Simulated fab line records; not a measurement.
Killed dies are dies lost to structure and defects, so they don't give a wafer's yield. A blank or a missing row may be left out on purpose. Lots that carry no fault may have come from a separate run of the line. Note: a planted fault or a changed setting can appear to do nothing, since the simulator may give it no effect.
fab line records -- flow n5Finfet
record lots=4, wafers=12, lastDay=17
route steps=1938 shown BEOL_M4@1099 BEOL_M5@1112 BEOL_M7@1293 PASSIVATION@1936
lots with no fault: from the same line, run without faults
startH: the number of hours between the record's first day and the start of the first shown wafer of the lot -- waitH: hours since the lot's step before -- " the same as in the row above -- L1.1+2: a row that stands for several wafers -- - no value, or no start given -- * or withheld: withheld -- < > ~ a bound
route shown NAME@n: NAME is a module with steps in the file, n the number in the route of the first one -- usual: the fault-free wafers' mean and standard deviation -- same: alike in all rows -- chamber/n: place in a boat -- sites: per-site readings -- _std_site: how widely they spread, as a standard deviation -- _edge_site: the outer-site mean with the inner-site mean subtracted -- radiusMm: for every site, how far away it sits from the centre of the wafer -- mask NAME#n: copy n -- behind: tool/chamber where the wafer was last shaped -- hold: what put the lot on hold/how long, in hours/how the hold closed -- device: which transistor (n, p or np) failed to switch -- end of line: tests run on the same wafers once the route is complete -- for a step that has no rows: nothing shown but its recipe -- killed: count of dies lost to structure and defects at first sort (not the wafer's yield) -- map: a wafer's dies, x killed, . not, _ none there
set.NAME: the setting as run; set.NAME@STEP: as run at that earlier step -- model.NAME: the simulator's own value behind a step, which no gauge read
lots at selected steps of the route; one table per step, one row per wafer
services: when a tool's chamber went out of use (startH, in hours from the record's first day, below 0 if earlier), for how many hours, and the reason
## steps
# step N5_BEOL_M4_ANNEAL_95
# recipe tempC=400, timeS=240, ambient=vacuum
# step N5_BEOL_M4_SPUTTER_96
# recipe material=Cu, targetThkA=45, tempC=-20, chamberPressurePa=0.07, powerW=withheld, timeS=8.29
# step N5_BEOL_M4_ECD_50
# recipe material=Cu, targetThkA=3000
# step N5_BEOL_M4_ANNEAL_51
# recipe tempC=225, timeS=90, ambient=N2
# step N5_BEOL_M4_CMP_52
# recipe stopOn=SiOC, tOverpolishS=6.8, downForcePsi=1, platenRpm=50, clearingPlatenDownForcePsi=1.5, clearingPlatenRpm=50, postCmpClean=cuAlkaline, targetThkNm=40, clearingPlatenPadVelocityMS=0.99484, padVelocityMS=0.99484
# step N5_BEOL_M4_PRE_CLEAN_60
# recipe gas=NH3/H2, timeS=15, tempC=*, rfPowerW=300
# step N5_BEOL_M4_CO_CAP_55
# recipe material=Co, targetThkA=20, tempC=200, precursor=CCTBA/H2, pressureTorr=30, timeS=102.1
# step N5_BEOL_M4_PRE_CLEAN_56
# recipe gas=NH3, timeS=15, tempC=withheld, rfPowerW=300
# step N5_BEOL_M4_DEP_57
# recipe material=SiCN, targetThkA=80, tempC=withheld, precursor=3MS/NH3, pressureTorr=3, rfW=202, timeS=14
# step N5_BEOL_M4_RC_MEAS_101
# usual DIBL_N=36.8/2.2, DIBL_P=37.1/2.8, IOFF_N=0.17/0.04, IOFF_P=0.22/0.049, ION_N=672/16, ION_P=460/9.2, SS_N=71.6/0.69, SS_P=73.5/0.78, VT_N=249/3.6, VT_P=-250/3.9
lot.wafer,tool,chamber,startH,waitH,DIBL_N[mV/V],DIBL_P[mV/V],IOFF_N[nA/um],IOFF_P[nA/um],ION_N[uA/um],ION_P[uA/um],SS_N[mV/dec],SS_P[mV/dec],VT_N[mV],VT_P[mV]
L450.2,prober-02,0,187.06,0.2,37.5,36.6,0.19,0.20,673,445,71.3,73.9,246,-251
L450.4,prober-02,0,187.06,0.2,35.5,34.7,0.14,0.16,675,451,71.3,73.3,251,-256
L450.6,prober-02,0,187.06,0.2,34.3,34.1,0.14,0.16,685,458,71.0,72.9,249,-256
L459.1,prober-01,0,243.18,0.0,37.9,37.4,0.18,0.23,678,465,71.5,73.0,247,-248
L459.3,prober-01,0,243.18,0.0,36.6,35.8,0.15,0.20,659,459,71.9,72.9,250,-251
L459.4,prober-01,0,243.18,0.0,37.7,36.9,0.16,0.21,672,465,72.0,73.9,249,-248
L463.1,prober-02,0,281.55,0.0,35.7,37.5,0.15,0.21,657,447,70.9,73.2,250,-253
L463.2,prober-02,0,281.55,0.0,39.5,41.2,0.24,0.27,684,461,72.4,73.8,244,-248
L463.4,prober-02,0,281.55,0.0,32.7,32.1,0.10,0.14,642,444,70.8,72.2,255,-258
L466.1,prober-02,0,302.84,0.0,39.3,41.7,0.25,0.29,699,467,72.4,74.8,246,-249
L466.2,prober-02,0,302.84,0.0,34.7,37.2,0.15,0.22,696,471,71.4,73.1,246,-250
L466.4,prober-02,0,302.84,0.0,34.2,35.6,0.14,0.18,671,461,71.9,73.4,250,-253
# step N5_BEOL_M5_ILD_DEP_00
# recipe material=SiCOH_lowk, targetThkA=1406.4, tempC=300, precursor=DEMS/porogen, pressureTorr=5, rfW=500, timeS=25.9
# step N5_BEOL_M5_CURE_79
# recipe tempC=385, timeS=240, ambient=He/Ar, material=SiCOH_lowk
# step N5_BEOL_M5_PECVD_70
# recipe material=SiO2, targetThkA=160, tempC=400, precursor=TEOS/O2, pressureTorr=5.5, rfW=450, teosFlowSccm=53.8, gas=O2, flowSccm=3000, timeS=18
# step N5_BEOL_M5_HM_DEP_02
# recipe material=TiN, targetThkA=200, tempC=25, chamberPressurePa=0.49996
# step N5_BEOL_M5_COAT_59
# recipe resist=SOC, tempC=250, timeS=60, spinRpm=1500, resistThkNm=60
# step N5_BEOL_M5_COAT_60
# recipe resist=SiARC, tempC=220, timeS=60, spinRpm=1500, resistThkNm=12
# step N5_BEOL_M5_COAT_71
# recipe resist=underlayer, tempC=205, timeS=60, spinRpm=1500, resistThkNm=5
# step N5_BEOL_M5_COAT_05
# recipe resist=CAR-EUV, spinRpm=1500, resistThkNm=30
# step N5_BEOL_M5_EBR_07
# recipe solvent=PGMEA, ebrWidthMm=1.5
# step N5_BEOL_M5_SOFTBAKE_06
# recipe tempC=110, timeS=60, resist=CAR-EUV
# step N5_BEOL_M5_EXPOSE_08
# recipe maskId=M5, na=0.33, sourceShape=annular, sigmaInner=0.4, sigmaOuter=0.8, polarization=unpolarized, targetCdNm=28, doseMj=35.75
# step N5_BEOL_M5_PEB_09
# recipe pebTempC=100, pebTimeS=60, resist=CAR-EUV
# step N5_BEOL_M5_DEVELOP_10
# recipe developTimeS=30, developer=TMAH, resist=CAR-EUV, rinseLiquid=surfactantRinse, dry=airSpin, devTempC=23
# step N5_BEOL_M5_DESCUM_16
# recipe chemistry=O2, timeS=7, sourcePowerW=50, biasPowerW=20, pressureMtorr=20, rfFrequencyHz=2.712e+07, tempC=40, resist=CAR-EUV, o2FlowSccm=225
# step N5_BEOL_M5_ETCH_72
# recipe chemistry=N2/H2, target=underlayer, targetDepthA=65, maskMaterial=CAR-EUV, timeS=5.2, ionEnergyEv=200, pressureMtorr=30, sourceW=840, biasW=150, n2FlowSccm=200, h2FlowSccm=200, ends=cleared
# step N5_BEOL_M5_ETCH_61
# recipe chemistry=CF4, target=SiARC, targetDepthA=156, maskMaterial=CAR-EUV, timeS=26, ionEnergyEv=80, pressureMtorr=40, sourceW=545, biasW=36, Ar_flow_sccm=100, cf4FlowSccm=100, ends=cleared
# step N5_BEOL_M5_ETCH_62
# recipe chemistry=N2/H2, target=SOC, targetDepthA=750, overetchA=150, maskMaterial=SiARC, tempC=40, timeS=112.5, ionEnergyEv=200, pressureMtorr=30, sourceW=840, biasW=150, n2FlowSccm=200, h2FlowSccm=200
# step N5_BEOL_M5_STRIP_63
# recipe chemistry=N2/H2, tempC=40, n2FlowSccm=200, h2FlowSccm=200, rfFrequencyHz=6e+07
# step N5_BEOL_M5_STRIP_73
# recipe chemistry=N2/H2, tempC=40, n2FlowSccm=200, h2FlowSccm=200, rfFrequencyHz=6e+07
# step N5_BEOL_M5_STRIP_64
# recipe chemistry=CF4, resist=SiARC, powerW=300, biasPowerW=75, pressureMtorr=50, cf4FlowSccm=150, rfFrequencyHz=6e+07
# step N5_BEOL_M5_HM_OPEN_17
# recipe chemistry=Cl2/BCl3, targetDepthA=200, overetchA=60, target=TiN, maskMaterial=SOC, ionEnergyEv=150, pressureMtorr=10, icpW=1000, biasW=126, Cl2_flow_sccm=53.25, bcl3FlowSccm=21.75, Ar_flow_sccm=25
# step N5_BEOL_M5_STRIP_19
# recipe chemistry=O2, powerW=400, tempC=40, pressureMtorr=30, rfFrequencyHz=6e+07, biasPowerW=0, overashFraction=0.2, o2FlowSccm=225
# step N5_BEOL_M5_COAT_65
# recipe resist=SOC, tempC=250, timeS=60, spinRpm=1500, resistThkNm=60
# step N5_BEOL_M5_COAT_66
# recipe resist=SiARC, tempC=220, timeS=60, spinRpm=1500, resistThkNm=12
# step N5_BEOL_M7_EXPOSE_25
# recipe maskId=V6, na=0.33, sourceShape=annular, sigmaInner=0.4, sigmaOuter=0.8, polarization=unpolarized, targetCdNm=40, doseMj=42.5
# usual exposureDoseMJCm2=42.9/0.41
lot.wafer,tool,chamber,startH,waitH,mask,exposureDoseMJCm2
L450.2,euvScanner-02,0,212.68,-,V6#0,43.3
L450.4,euvScanner-02,0,212.68,-,V6#0,43.2
L450.6,euvScanner-02,0,212.68,-,V6#0,43.3
L459.1,euvScanner-02,0,271.78,-,V6#0,43.2
L459.3,euvScanner-02,0,271.78,-,V6#0,43.3
L459.4,euvScanner-02,0,271.78,-,V6#0,43.2
L463.1,euvScanner-02,0,305.89,-,V6#0,43.2
L463.2,euvScanner-02,0,305.89,-,V6#0,43.2
L463.4,euvScanner-02,0,305.89,-,V6#0,43.3
L466.1,euvScanner-01,0,326.78,-,V6#0,42.4
L466.2,euvScanner-01,0,326.78,-,V6#0,42.4
L466.4,euvScanner-01,0,326.78,-,V6#0,42.3
# step N5_BEOL_M7_CD_MEAS_28
# recipe targetCdNm=40, landingEnergyEv=500, detector=seInlens
# usual cdNm=40.03/0.24
lot.wafer,tool,chamber,startH,waitH,cdNm
L450.2,cdSem-02,0,212.80,-,39.79
L450.4,cdSem-02,0,212.80,-,39.98
L450.6,cdSem-02,0,212.80,-,40.20
L459.1,cdSem-02,0,271.91,-,39.94
L459.3,cdSem-02,0,271.91,-,39.92
L459.4,cdSem-02,0,271.91,-,24.42
L463.1,cdSem-02,0,306.03,-,39.98
L463.2,cdSem-02,0,306.03,-,40.06
L463.4,cdSem-02,0,306.03,-,24.76
L466.1,cdSem-01,0,326.91,-,39.96
L466.2,cdSem-01,0,326.91,-,39.66
L466.4,cdSem-01,0,326.91,-,40.11
# step N5_BEOL_M7_DESCUM_33
# recipe chemistry=O2, timeS=7, sourcePowerW=50, biasPowerW=20, pressureMtorr=20, rfFrequencyHz=2.712e+07, tempC=40, resist=CAR-EUV, o2FlowSccm=225
# usual drypumpMotorCurrentA=5.90/0.28, oesProductAu=0.76/0.075, rfVppV=243.1/1.2, showerheadPlenumPTorr=2.09/0.058, throttleValvePct=20.41/0.25
lot.wafer,tool,chamber,startH,waitH,drypumpMotorCurrentA,oesProductAu,rfHoursCounterH,rfVppV,showerheadPlenumPTorr,throttleValvePct,model.BEOL_M7.cdNm
L450.2,rieDiel-03,0,212.97,0.1,5.75,0.74,176,240.3,2.01,20.58,40.2
L450.4,rieDiel-03,3,212.97,0.1,5.84,0.69,234,244.2,2.16,20.44,40.2
L450.6,rieDiel-03,3,212.97,0.1,5.85,0.69,-,245.3,2.16,20.42,40
L459.1,rieDiel-03,2,272.36,0.4,6.04,0.78,114,242.6,2.09,20.28,40
L459.3,rieDiel-03,0,272.36,0.4,5.71,0.74,189,239.9,2.00,20.59,40
L459.4,rieDiel-03,2,272.36,0.4,6.03,0.79,-,242.9,2.09,20.28,24.4
L463.1,rieDiel-06,2,306.15,0.0,6.02,0.68,236,243.2,2.08,20.66,39.8
L463.2,rieDiel-06,0,306.15,0.0,5.80,0.69,212,244.3,2.19,20.73,40.2
L463.4,rieDiel-06,0,306.15,0.0,5.81,0.69,-,244.7,2.19,20.73,24.6
L466.1,rieDiel-03,2,327.44,0.4,6.04,0.76,131,242.9,2.08,20.30,40
L466.2,rieDiel-03,3,327.44,0.4,5.84,0.91,12,244.5,2.15,20.00,39.6
L466.4,rieDiel-03,0,327.44,0.4,5.73,0.72,-,241.2,2.00,20.62,40
# step N5_BEOL_M7_VIA_ETCH_34
# recipe chemistry=C4F6/O2, target=SiCOH_lowk, targetDepthA=1255, maskMaterial=SOC, taperDeg=4, timeS=50.5, ionEnergyEv=250, pressureMtorr=30, sourceW=345, biasW=185, Ar_flow_sccm=300, C4F6_flow_sccm=10, O2_flow_sccm=10
# usual drypumpMotorCurrentA=5.91/0.28, oesProductAu=0.76/0.071, rfVppV=660/27, showerheadPlenumPTorr=2.84/0.07, throttleValvePct=20.86/0.24
lot.wafer,tool,chamber,startH,waitH,drypumpMotorCurrentA,oesProductAu,rfHoursCounterH,rfVppV,showerheadPlenumPTorr,throttleValvePct,model.BEOL_M7.cdNm
L450.2,rieDiel-03,0,213.15,0.0,5.73,0.75,176,667,2.73,20.98,40.2
L450.4,rieDiel-03,3,213.15,0.0,5.83,0.70,234,676,2.89,20.62,39.8
L450.6,rieDiel-03,3,213.15,0.0,5.84,0.69,-,676,2.89,20.62,39.6
L459.1,rieDiel-03,2,272.54,0.0,6.05,0.78,114,616,2.87,20.96,39.8
L459.3,rieDiel-03,0,272.54,0.0,5.75,0.74,189,667,2.72,21.02,39.8
L459.4,rieDiel-03,2,272.54,0.0,6.04,0.77,-,615,2.87,20.94,24.4
L463.1,rieDiel-06,2,306.33,0.0,6.05,0.68,236,656,2.77,20.79,39.6
L463.2,rieDiel-06,0,306.33,0.0,5.78,0.70,212,664,2.91,20.89,40.2
L463.4,rieDiel-06,0,306.33,0.0,5.77,0.70,-,665,2.91,20.89,25
L466.1,rieDiel-03,2,327.62,0.0,6.03,0.77,131,615,2.86,20.98,39.8
L466.2,rieDiel-03,3,327.62,0.0,5.82,0.92,12,647,2.87,20.20,39.2
L466.4,rieDiel-03,0,327.62,0.0,5.71,0.74,-,667,2.72,21.05,39.6
# step N5_PASSIVATION_PROBE_49
# usual defectLimitedYield=91.1/1.5, killed_at_M0_to_M3=35/11, killed_at_M4_up=13/5.7, killedAtContacts=12/5.7, killedAtFrontEnd=40/11, killedAtOther=4/4.4, killedDies=105/18, killedOnRim=14/3.9, killedOpen=68/14, killedShort=34/7.4, sort_bin_5_function=5.2/1, sort_bin_6_memory=3.3/0.67, sortNPass=1074/18, sortYieldPct=91.0/1.5
# same grossDies=1180, killedAtBackSide=0, sort_bin_4_leakage[%]=0, sort_bin_8_speed[%]=0
lot.wafer,tool,chamber,startH,waitH,defectLimitedYield[%],killed_at_M0_to_M3,killed_at_M4_up,killedAtContacts,killedAtFrontEnd,killedAtOther,killedDies,killedOnRim,killedOpen,killedShort,sort_bin_5_function[%],sort_bin_6_memory[%],sortNPass,sortYieldPct[%]
L450.2,prober-01,-,291.37,0.1,90.7,41,15,6,42,6,110,15,75,34,5.5,3.6,1070,90.7
L450.4,prober-01,-,291.47,0.2,91.7,34,12,16,30,6,98,15,69,26,4.7,3.5,1082,91.7
L450.6,prober-01,-,291.57,0.3,89.7,42,11,14,40,15,122,11,69,49,5.8,4.3,1058,89.7
L459.1,prober-02,-,345.56,0.0,89.7,45,25,20,29,3,122,13,82,36,5.9,3.6,1058,89.7
L459.3,prober-02,-,345.66,0.1,90.4,45,23,7,37,1,113,16,76,37,5.7,3.6,1067,90.4
L459.4,prober-02,-,345.71,0.2,0,34,1098,13,28,7,1180,152,50,38,19.8,3.3,0,0
L463.1,prober-01,-,391.88,0.0,90.1,48,9,16,30,14,117,8,70,31,6.3,3.5,1063,90.1
L463.2,prober-01,-,391.93,0.1,92.1,37,13,6,23,14,93,7,47,32,5.6,1.9,1087,92.1
L463.4,prober-01,-,392.03,0.2,0,57,1070,16,35,2,1180,152,73,40,15.4,3.9,0,0
L466.1,prober-01,-,401.50,0.0,92.3,21,10,14,42,4,91,7,60,29,3.4,4.0,1089,92.3
L466.2,prober-01,-,401.55,0.1,92.9,39,12,7,22,4,84,9,52,30,4.3,2.5,1096,92.9
L466.4,prober-01,-,401.65,0.2,93.2,36,16,7,20,1,80,11,46,32,3.7,2.8,1100,93.2
# killed by level:class
L450.2 BEOL_M1:geometricParticle:open=16 BEOL_M0_SAQP:geometricParticle:open=9 DUMMY_GATE:geometricParticle:open=8 FIN_SAQP:geometricParticle:short=7 BEOL_M0_SAQP:geometricParticle:short=6 BEOL_M4:geometricParticle:open=6 FIN_SAQP:geometricParticle:open=5 MOL_CONTACT_COAG:geometricParticle:open=5
L450.4 MOL_CONTACT_COAG:geometricParticle:open=12 BEOL_M1:geometricParticle:open=10 BEOL_M3:geometricParticle:open=7 BEOL_M4:geometricParticle:open=7 STI_FIN_REVEAL:geometricParticle:open=5 GATE_CUT:geometricParticle:open=5 BEOL_M0_SAQP:geometricParticle:short=5 MOL_CONTACT_COAG:geometricParticle:short=4
L450.6 BEOL_M3:geometricParticle:open=11 MOL_CONTACT_COAG:geometricParticle:open=10 BEOL_M0_SAQP:geometricParticle:short=9 STI_FIN_REVEAL:geometricParticle:open=8 BEOL_M1:geometricParticle:open=7 ILD0:geometricParticle:open=6 BEOL_M1:geometricParticle:short=6 GATE_CUT:geometricParticle:short=5
L459.1 MOL_CONTACT_COAG:geometricParticle:open=18 BEOL_M4:geometricParticle:open=12 BEOL_M0_SAQP:geometricParticle:open=12 BEOL_M0_SAQP:geometricParticle:short=10 BEOL_M1:geometricParticle:open=8 STI_FIN_REVEAL:geometricParticle:open=5 FIN_SAQP:geometricParticle:open=4 STARTING-WAFER:geometricParticle:short=4
L459.3 STI_FIN_REVEAL:geometricParticle:open=13 BEOL_M0_SAQP:geometricParticle:open=11 BEOL_M0_SAQP:geometricParticle:short=9 BEOL_M2:geometricParticle:open=8 GATE_CUT:geometricParticle:short=7 BEOL_M4:geometricParticle:open=7 MOL_CONTACT_COAG:geometricParticle:open=6 BEOL_M1:geometricParticle:open=5
L459.4 BEOL_M7:areaExpose=1090 BEOL_M0_SAQP:geometricParticle:short=12 MOL_CONTACT_COAG:geometricParticle:open=9 BEOL_M0_SAQP:geometricParticle:open=6 BEOL_M1:geometricParticle:open=5 BEOL_M2:geometricParticle:open=5 STI_FIN_REVEAL:geometricParticle:open=4 DUMMY_GATE:geometricParticle:open=4
L463.1 MOL_CONTACT_COAG:geometricParticle:open=16 BEOL_M2:geometricParticle:open=13 BEOL_M0_SAQP:geometricParticle:short=12 MIM_TOP_ETCH:areaEtch=11 BEOL_M1:geometricParticle:open=10 DUMMY_GATE:geometricParticle:open=8 FIN_CUT:areaEtch=5 FIN_SAQP:geometricParticle:open=4
L463.2 MIM_TOP_ETCH:areaEtch=14 BEOL_M0_SAQP:geometricParticle:short=10 BEOL_M4:geometricParticle:short=9 BEOL_M3:geometricParticle:open=8 BEOL_M2:geometricParticle:open=7 DUMMY_GATE:geometricParticle:open=6 MOL_CONTACT_COAG:geometricParticle:open=6 BEOL_M0_SAQP:geometricParticle:open=6
L463.4 BEOL_M7:areaExpose=1057 BEOL_M1:geometricParticle:open=13 BEOL_M2:geometricParticle:open=11 MOL_CONTACT_COAG:geometricParticle:open=10 BEOL_M0_SAQP:geometricParticle:short=8 HKMG_FIN:areaEtch=8 FIN_SAQP:geometricParticle:open=7 BEOL_M0_SAQP:geometricParticle:open=7
L466.1 DUMMY_GATE:geometricParticle:open=11 MOL_CONTACT_COAG:geometricParticle:open=11 FIN_SAQP:geometricParticle:short=5 GATE_CUT:geometricParticle:short=5 STI_FIN_REVEAL:geometricParticle:open=4 DUMMY_GATE:geometricParticle:short=4 GATE_CUT:geometricParticle:open=4 BEOL_M0_SAQP:geometricParticle:open=4
L466.2 STI_FIN_REVEAL:geometricParticle:open=9 BEOL_M0_SAQP:geometricParticle:short=6 BEOL_M1:geometricParticle:open=6 BEOL_M2:geometricParticle:open=6 BEOL_M3:geometricParticle:open=6 MOL_CONTACT_COAG:geometricParticle:open=4 BEOL_M0:geometricParticle:short=4 BEOL_M0:geometricParticle:open=3
L466.4 BEOL_M2:geometricParticle:open=14 GATE_CUT:geometricParticle:short=6 MOL_CONTACT_COAG:geometricParticle:open=6 BEOL_M0:geometricParticle:short=6 BEOL_M4:geometricParticle:short=5 STI_FIN_REVEAL:geometricParticle:open=4 BEOL_M0_SAQP:geometricParticle:short=3 BEOL_M0_SAQP:geometricParticle:open=3
# map L459.4 (x killed, . not)
_________________xxxxxxxxxxxx________________
______________xxxxxxxxxxxxxxxxxx_____________
___________xxxxxxxxxxxxxxxxxxxxxxxx__________
__________xxxxxxxxxxxxxxxxxxxxxxxxxx_________
________xxxxxxxxxxxxxxxxxxxxxxxxxxxxxx_______
_______xxxxxxxxxxxxxxxxxxxxxxxxxxxxxxxx______
______xxxxxxxxxxxxxxxxxxxxxxxxxxxxxxxxxx_____
_____xxxxxxxxxxxxxxxxxxxxxxxxxxxxxxxxxxxx____
____xxxxxxxxxxxxxxxxxxxxxxxxxxxxxxxxxxxxxx___
___xxxxxxxxxxxxxxxxxxxxxxxxxxxxxxxxxxxxxxxx__
___xxxxxxxxxxxxxxxxxxxxxxxxxxxxxxxxxxxxxxxx__
__xxxxxxxxxxxxxxxxxxxxxxxxxxxxxxxxxxxxxxxxxx_
__xxxxxxxxxxxxxxxxxxxxxxxxxxxxxxxxxxxxxxxxxx_
_xxxxxxxxxxxxxxxxxxxxxxxxxxxxxxxxxxxxxxxxxxxx
_xxxxxxxxxxxxxxxxxxxxxxxxxxxxxxxxxxxxxxxxxxxx
_xxxxxxxxxxxxxxxxxxxxxxxxxxxxxxxxxxxxxxxxxxxx
_xxxxxxxxxxxxxxxxxxxxxxxxxxxxxxxxxxxxxxxxxxxx
_xxxxxxxxxxxxxxxxxxxxxxxxxxxxxxxxxxxxxxxxxxxx
_xxxxxxxxxxxxxxxxxxxxxxxxxxxxxxxxxxxxxxxxxxxx
_xxxxxxxxxxxxxxxxxxxxxxxxxxxxxxxxxxxxxxxxxxxx
_xxxxxxxxxxxxxxxxxxxxxxxxxxxxxxxxxxxxxxxxxxxx
__xxxxxxxxxxxxxxxxxxxxxxxxxxxxxxxxxxxxxxxxxx_
__xxxxxxxxxxxxxxxxxxxxxxxxxxxxxxxxxxxxxxxxxx_
___xxxxxxxxxxxxxxxxxxxxxxxxxxxxxxxxxxxxxxxx__
___xxxxxxxxxxxxxxxxxxxxxxxxxxxxxxxxxxxxxxxx__
____xxxxxxxxxxxxxxxxxxxxxxxxxxxxxxxxxxxxxx___
_____xxxxxxxxxxxxxxxxxxxxxxxxxxxxxxxxxxxx____
______xxxxxxxxxxxxxxxxxxxxxxxxxxxxxxxxxx_____
_______xxxxxxxxxxxxxxxxxxxxxxxxxxxxxxxx______
________xxxxxxxxxxxxxxxxxxxxxxxxxxxxxx_______
__________xxxxxxxxxxxxxxxxxxxxxxxxxx_________
___________xxxxxxxxxxxxxxxxxxxxxxxx__________
______________xxxxxxxxxxxxxxxxxx_____________
_________________xxxxxxxxxxxx________________
# map L463.4 (x killed, . not)
_________________xxxxxxxxxxxx________________
______________xxxxxxxxxxxxxxxxxx_____________
___________xxxxxxxxxxxxxxxxxxxxxxxx__________
__________xxxxxxxxxxxxxxxxxxxxxxxxxx_________
________xxxxxxxxxxxxxxxxxxxxxxxxxxxxxx_______
_______xxxxxxxxxxxxxxxxxxxxxxxxxxxxxxxx______
______xxxxxxxxxxxxxxxxxxxxxxxxxxxxxxxxxx_____
_____xxxxxxxxxxxxxxxxxxxxxxxxxxxxxxxxxxxx____
____xxxxxxxxxxxxxxxxxxxxxxxxxxxxxxxxxxxxxx___
___xxxxxxxxxxxxxxxxxxxxxxxxxxxxxxxxxxxxxxxx__
___xxxxxxxxxxxxxxxxxxxxxxxxxxxxxxxxxxxxxxxx__
__xxxxxxxxxxxxxxxxxxxxxxxxxxxxxxxxxxxxxxxxxx_
__xxxxxxxxxxxxxxxxxxxxxxxxxxxxxxxxxxxxxxxxxx_
_xxxxxxxxxxxxxxxxxxxxxxxxxxxxxxxxxxxxxxxxxxxx
_xxxxxxxxxxxxxxxxxxxxxxxxxxxxxxxxxxxxxxxxxxxx
_xxxxxxxxxxxxxxxxxxxxxxxxxxxxxxxxxxxxxxxxxxxx
_xxxxxxxxxxxxxxxxxxxxxxxxxxxxxxxxxxxxxxxxxxxx
_xxxxxxxxxxxxxxxxxxxxxxxxxxxxxxxxxxxxxxxxxxxx
_xxxxxxxxxxxxxxxxxxxxxxxxxxxxxxxxxxxxxxxxxxxx
_xxxxxxxxxxxxxxxxxxxxxxxxxxxxxxxxxxxxxxxxxxxx
_xxxxxxxxxxxxxxxxxxxxxxxxxxxxxxxxxxxxxxxxxxxx
__xxxxxxxxxxxxxxxxxxxxxxxxxxxxxxxxxxxxxxxxxx_
__xxxxxxxxxxxxxxxxxxxxxxxxxxxxxxxxxxxxxxxxxx_
___xxxxxxxxxxxxxxxxxxxxxxxxxxxxxxxxxxxxxxxx__
___xxxxxxxxxxxxxxxxxxxxxxxxxxxxxxxxxxxxxxxx__
____xxxxxxxxxxxxxxxxxxxxxxxxxxxxxxxxxxxxxx___
_____xxxxxxxxxxxxxxxxxxxxxxxxxxxxxxxxxxxx____
______xxxxxxxxxxxxxxxxxxxxxxxxxxxxxxxxxx_____
_______xxxxxxxxxxxxxxxxxxxxxxxxxxxxxxxx______
________xxxxxxxxxxxxxxxxxxxxxxxxxxxxxx_______
__________xxxxxxxxxxxxxxxxxxxxxxxxxx_________
___________xxxxxxxxxxxxxxxxxxxxxxxx__________
______________xxxxxxxxxxxxxxxxxx_____________
_________________xxxxxxxxxxxx________________
## services
tool,chamber,startH,hours,kind
euvScanner-01,-,191.64,38.7,repair
rieDiel-03,-,220.73,0.9,repair
euvScanner-02,-,235.88,1.0,pm
rieDiel-03,0,237.94,16.9,repair
rieDiel-03,3,265.27,-,clean
rieDiel-03,3,265.27,-,consumableReplace:esc
rieDiel-03,3,265.27,-,consumableReplace:focusRing
rieDiel-03,3,265.27,20.3,scheduledDown
rieDiel-03,3,265.27,20.3,ventCycle
euvScanner-01,-,273.90,1.0,pm
euvScanner-02,-,278.02,3.7,repair
euvScanner-02,-,292.03,1.0,pm
rieDiel-06,3,300.38,-,clean
rieDiel-06,3,300.38,-,consumableReplace:focusRing
rieDiel-06,3,300.38,24.3,scheduledDown
rieDiel-06,3,300.38,24.3,ventCycle
euvScanner-01,-,309.10,1.7,repair
euvScanner-02,0,323.09,-,calibration
rieDiel-03,1,324.62,-,clean
rieDiel-03,1,324.62,-,consumableReplace:focusRing
rieDiel-03,1,324.62,24.0,scheduledDown
rieDiel-03,1,324.62,24.0,ventCycle
euvScanner-02,-,326.41,1.2,repair
## key
firstSign step=N5_BEOL_M7_CD_MEAS_28, reading=cdNm, direction=down, sigmas=66, usual=40.03, struck=24.59
effect step=N5_PASSIVATION_PROBE_49, reading=killed_at_M4_up, direction=up, sigmas=99+, usual=13, struck=1084
modelEffect step=N5_BEOL_M7_DESCUM_33, value=BEOL_M7.cdNm, without=40, struck=24.5
modelEffect step=N5_BEOL_M7_VIA_ETCH_34, value=BEOL_M7.cdNm, without=40.1, struck=24.7
moreKillsBornAt N5_BEOL_M7_EXPOSE_25@euvScanner-02=2147
metAt N5_BEOL_M7_EXPOSE_25
struckWafers L459.4,L463.4
laterRowsLeftOut L459.4,L463.4
baselineLoss step=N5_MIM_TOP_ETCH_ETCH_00, wafers=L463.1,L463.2
onsetBetween 212.68 271.78
fault kind=processParameterDrift, tool=euvScanner-02, chamber=-, onsetH=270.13, steps=N5_BEOL_M7_EXPOSE_25, channel=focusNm, offset=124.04, shape=step, endH=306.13, scope=struckWafersOnly
# laterRowsLeftOut: the simulator's readings of these wafers behind a module that went badly wrong aren't trusted and aren't shown, but for the sort
# baselineLoss: these wafers lose ten dies or more at that step, a loss of the line's own and not of a fault; the sort's usual values leave them out
